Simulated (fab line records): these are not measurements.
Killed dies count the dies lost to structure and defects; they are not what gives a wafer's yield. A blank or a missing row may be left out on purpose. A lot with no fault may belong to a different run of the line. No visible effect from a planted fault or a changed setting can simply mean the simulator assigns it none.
Struck lot and sound lot, side by side | flow nand harc | 40 steps out of a route of 1159
Sound: the wafers L354.2, L354.3, L354.6. Struck: wafers L355.3, L355.6. (L355.5 of the same lot was not struck and is left out.) The cause comes at the end.
For every step that has rows: the tool of each side, followed by ch and its chambers, followed by its first start. Under that, the readings that differ: sound wafers | struck wafers | difference of the means | sigmas: that difference in standard deviations of wafers without a fault.
alike: same words and numbers on both sides, and readings whose means sit less than 2 such deviations apart. not compared: any withheld reading, any reading some wafer has no value for, any bound like >300 that may hide the same value, and any number with overlapping values for which the record gives no deviation.
Wherever a step has rows on one side only, a row that says differs or no value, or a row with sigmas, the two part there. Numbers that don't overlap but have no deviation are shown without sigmas and don't part them. A reading that every wafer of one side lacks parts them only if that side has two wafers or more.

NHARC_P_BONDPAD_OVL_MEAS_38:
  sound on overlay-01 at day 7 17:34; struck on overlay-01 at day 8 07:17
  alike: overlay x nm, overlay y nm
then, 3 steps without rows for these wafers: NHARC_P_BONDPAD_HARDBAKE_10 (time 65 s); NHARC_P_BONDPAD_DESCUM_11 (chemistry O2, time 3 s); NHARC_P_BONDPAD_ETCH_37 (etches the open film in N2/H2, target depth 60 nm, overetch 18 nm, time 65.91 s).
NHARC_P_BONDPAD_ETCH_12: etches the open film in CHF3/O2, target depth 200 nm, time 100 s.
  sound: rie diel-06 ch 2,3; struck: rie diel-03 ch 1,2
  alike: drypump motor current A, oes product au, rf vpp V, showerhead plenum p Torr, throttle valve pct
  not compared: rf hours counter h
NHARC_P_BONDPAD_CD_MEAS_13:
  sound on cd sem-01 at day 7 18:00; struck on cd sem-01 at day 8 07:43
  alike: cd nm
then, 3 steps without rows for these wafers: NHARC_P_BONDPAD_STRIP_15 (strips in O2); NHARC_P_BONDPAD_ETCH_24 (etches the open film in CF4/N2, target depth 30 nm, time 72.99 s); NHARC_P_BONDPAD_STRIP_16 (strips in post etch residue remover, time 600 s).
NHARC_P_BONDPAD_DEGAS_25: time 60 s.
  sound on pvd sputter-02 at day 7 18:37; struck on pvd sputter-02 at day 8 08:22
  alike: heater power w, susceptor temp C
then, 2 steps without rows for these wafers: NHARC_P_BONDPAD_PRE_CLEAN_26 (time 30 s); NHARC_P_BONDPAD_PVD_17 (deposits TaN, target thk 5 nm, time 8.06 s).
NHARC_P_BONDPAD_PVD_27: deposits Cu, target thk 30 nm, time 20.49 s.
  sound on pvd sputter-02 at day 7 18:51; struck on pvd sputter-02 at day 8 08:35
  alike: throttle valve pct
then, 1 step without rows for these wafers: NHARC_P_BONDPAD_ECD_18 (material Cu, target thk 400 nm).
NHARC_P_BONDPAD_ANNEAL_28: time 90 s.
  sound on rtp anneal-02 ch 0, day 7 19:25; struck on rtp anneal-02 ch 0, day 8 09:11
  alike: wafer_temp_C_max
then, 2 steps without rows for these wafers: NHARC_P_BONDPAD_CMP_19 (polishes, t overpolish 30 s, cu recess touch 16 s, target thk 160.81 nm); NHARC_P_BONDPAD_SRD_21 (time 30 s, dry time 20 s).
NHARC_P_BONDPAD_INSPECT_23:
  sound on defect inspect-01 at day 7 20:14; struck on defect inspect-01 at day 8 09:58
  alike: raw defect count
then, 3 steps without rows for these wafers: NHARC_P_BONDPAD_ACTIVATE_29 (chemistry N2, time 60 s); NHARC_P_BONDPAD_PRECLEAN_30 (cleans in DIW, time 300 s); NHARC_P_BONDPAD_SRD_31 (time 30 s, dry time 20 s).
NHARC_A_START_INSPECT_01:
  sound wafers here have rows in the record (defect inspect-02, day 7 20:41); struck ones have none
then, 11 steps without rows for these wafers: NHARC_A_ZERO_WELL_PRECLEAN_00 (cleans in SPM, time 600 s); NHARC_A_ZERO_WELL_SRD_01; NHARC_A_ZERO_WELL_DEHYDRATE_02 (time 120 s); NHARC_A_ZERO_WELL_HMDS_03 (time 30 s); NHARC_A_ZERO_WELL_COAT_18 (time 65 s); NHARC_A_ZERO_WELL_COAT_04 (resist thk 600 nm); NHARC_A_ZERO_WELL_SOFTBAKE_05 (time 70 s); NHARC_A_ZERO_WELL_EBR_06; NHARC_A_ZERO_WELL_EXPOSE_07 (exposes mask A ZERO); NHARC_A_ZERO_WELL_PEB_08 (peb time 80 s); NHARC_A_ZERO_WELL_DEVELOP_09 (time 50 s).
NHARC_A_ZERO_WELL_CD_MEAS_10: target cd 2000 nm.
  the record has rows for the sound wafers here (cd sem-01 ch 0, day 7 21:32) and none for the struck ones
then, 2 steps without rows for these wafers: NHARC_A_ZERO_WELL_HARDBAKE_11 (time 65 s); NHARC_A_ZERO_WELL_DESCUM_12 (chemistry O2, time 3 s).
NHARC_A_ZERO_WELL_ETCH_19: etches the open film in N2/H2, target depth 80 nm, overetch 24 nm, time 87.88 s.
  the record has rows for the sound wafers here (rie diel-07 ch 1,3, day 7 21:46) and none for the struck ones
NHARC_A_ZERO_WELL_ETCH_13: etches the open film in HBr/Cl2, target depth 120 nm, time 40.1 s.
  the record has rows for the sound wafers here (rie si-04 ch 0,2, day 7 21:53) and none for the struck ones
then, 1 step without rows for these wafers: NHARC_A_ZERO_WELL_STRIP_14 (strips in SPM, time 900 s).
-- jump in the record: it breaks off in module A_ZERO_WELL and resumes in module END (first step shown: number 1159 of the route), and 13 days separate the struck wafers' starts before and after --
NHARC_END_SORT_01:
  here the record holds rows for the struck wafers (prober-01 ch 0, day 21 14:32) but none for the sound ones

WHERE THEY PART
Earliest at NHARC_A_START_INSPECT_01; latest, in this record, at NHARC_END_SORT_01.

WHY: whatever the simulator had introduced
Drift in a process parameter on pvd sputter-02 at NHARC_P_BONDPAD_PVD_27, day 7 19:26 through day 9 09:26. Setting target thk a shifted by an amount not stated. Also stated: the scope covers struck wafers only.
